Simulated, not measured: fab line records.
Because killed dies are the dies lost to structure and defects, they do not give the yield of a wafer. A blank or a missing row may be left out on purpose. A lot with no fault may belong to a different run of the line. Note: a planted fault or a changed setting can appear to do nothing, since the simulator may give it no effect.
Chamber matching / flow n5Finfet / rieDiel-01 running N5_BEOL_M0_ETCH_138: 4 sister chambers
The step etches SiCN in CH3F/O2, target depth 12 nm, time 31.6 s. 4 wafers are shown with their chamber, then 7 later ones without.

## WAFERS, EACH WITH ITS CHAMBER
wafer=L083.6; chamber=2; drypumpMotorCurrentA (A)=5.8
wafer=L084.6; chamber=0; drypumpMotorCurrentA (A)=4.9
wafer=L088.1; chamber=3; drypumpMotorCurrentA (A)=6.1
wafer=L088.2; chamber=1; drypumpMotorCurrentA (A)=6.3

## WAFERS WITH NO CHAMBER GIVEN
wafer=L088.3; drypumpMotorCurrentA (A)=5.8
wafer=L091.1; drypumpMotorCurrentA (A)=4.8
wafer=L091.4; drypumpMotorCurrentA (A)=5.8
wafer=L091.5; drypumpMotorCurrentA (A)=4.8
wafer=L093.2; drypumpMotorCurrentA (A)=6.1
wafer=L093.3; drypumpMotorCurrentA (A)=4.8
wafer=L093.6; drypumpMotorCurrentA (A)=6.3

## EACH ONE'S CHAMBER
wafer=L088.3; from the rows above=2; in truth=2
wafer=L091.1; from the rows above=0; in truth=0
wafer=L091.4; from the rows above=2; in truth=2
wafer=L091.5; from the rows above=0; in truth=0
wafer=L093.2; from the rows above=3; in truth=3
wafer=L093.3; from the rows above=0; in truth=0
wafer=L093.6; from the rows above=1; in truth=1
7 of 7 placed correctly. Number that these rows cannot place: 0. Number placed wrongly: 0.
How it was worked out, from the rows above alone: a wafer's distance from a chamber is the root of the sum, over the readings, of the square of ((its reading less the chamber's mean) divided by the reading's scatter). The wafer belongs to the nearest chamber; if the next one is less than 2 further off, it can't be placed. A chamber's mean is the mean of its shown wafers. The scatter: root of mean squared gap, hidden wafer to nearest shown wafer, with one shown wafer a chamber.
